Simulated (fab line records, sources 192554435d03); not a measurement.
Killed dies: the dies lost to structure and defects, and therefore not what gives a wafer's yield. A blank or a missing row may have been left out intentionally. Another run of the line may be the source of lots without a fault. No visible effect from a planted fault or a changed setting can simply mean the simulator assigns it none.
Chamber matching	flow n5-finfet	ald-sin-01 running N5_GATE_CUT_SAC_CAP_01: 4 sister chambers
The step material SiNx, target thk 24 nm, pulse time 1 s, ald cycles 480. 14 wafers are shown with their chamber, then 7 later ones without.

WAFERS WITH THEIR CHAMBER
wafer	chamber	heater-power-w (W)	precursor-pulse-height-rel
L079.3	1	805	0.995
L079.4	1	834	1.018
L079.5	3	780	0.983
L081.2	1	833	0.977
L081.3	0	657	0.989
L081.4	3	763	0.970
L082.2	3	795	1.011
L082.3	2	831	1.013
L082.6	1	859	0.989
L084.1	1	838	0.981
L084.3	2	816	0.979
L084.6	0	666	0.975
L087.1	0	659	1.020
L087.2	2	867	0.950

SIGNATURES (means of the wafers above)
reading	chamber 0	chamber 1	chamber 2	chamber 3	scatter within a chamber
heater-power-w	660.67	833.80	838.00	779.33	18.5
precursor-pulse-height-rel	0.99467	0.99200	0.98067	0.98800	0.0223
Rule: for each reading, subtract the chamber's mean from the wafer's reading, divide by that reading's scatter and square the result; add these up over the readings and take the root, which gives the wafer's distance from the chamber. The wafer belongs to the nearest chamber; if the next one is less than 2 further off, it can't be placed. The scatter is the square root of a quotient: the sum, over the shown wafers, of each reading's squared deviation from its chamber's mean, divided by wafers minus chambers.

WAFERS WHOSE CHAMBER IS MISSING
wafer	heater-power-w (W)	precursor-pulse-height-rel
L087.3	783	1.026
L088.1	848	0.986
L088.4	846	0.993
L088.5	771	1.004
L095.1	857	1.001
L095.2	676	1.015
L095.4	860	0.979

EACH ONE'S CHAMBER
wafer	from the rows above	in truth
L087.3	can't be placed: 3 or 1 or 2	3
L088.1	can't be placed: 2 or 1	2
L088.4	can't be placed: 1 or 2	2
L088.5	3	3
L095.1	can't be placed: 1 or 2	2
L095.2	0	0
L095.4	can't be placed: 2 or 1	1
Correct placement for 2 of the 7. Cannot be placed on the basis of these rows: 5; the candidates contain the true chamber in 5. 0 placed wrongly.
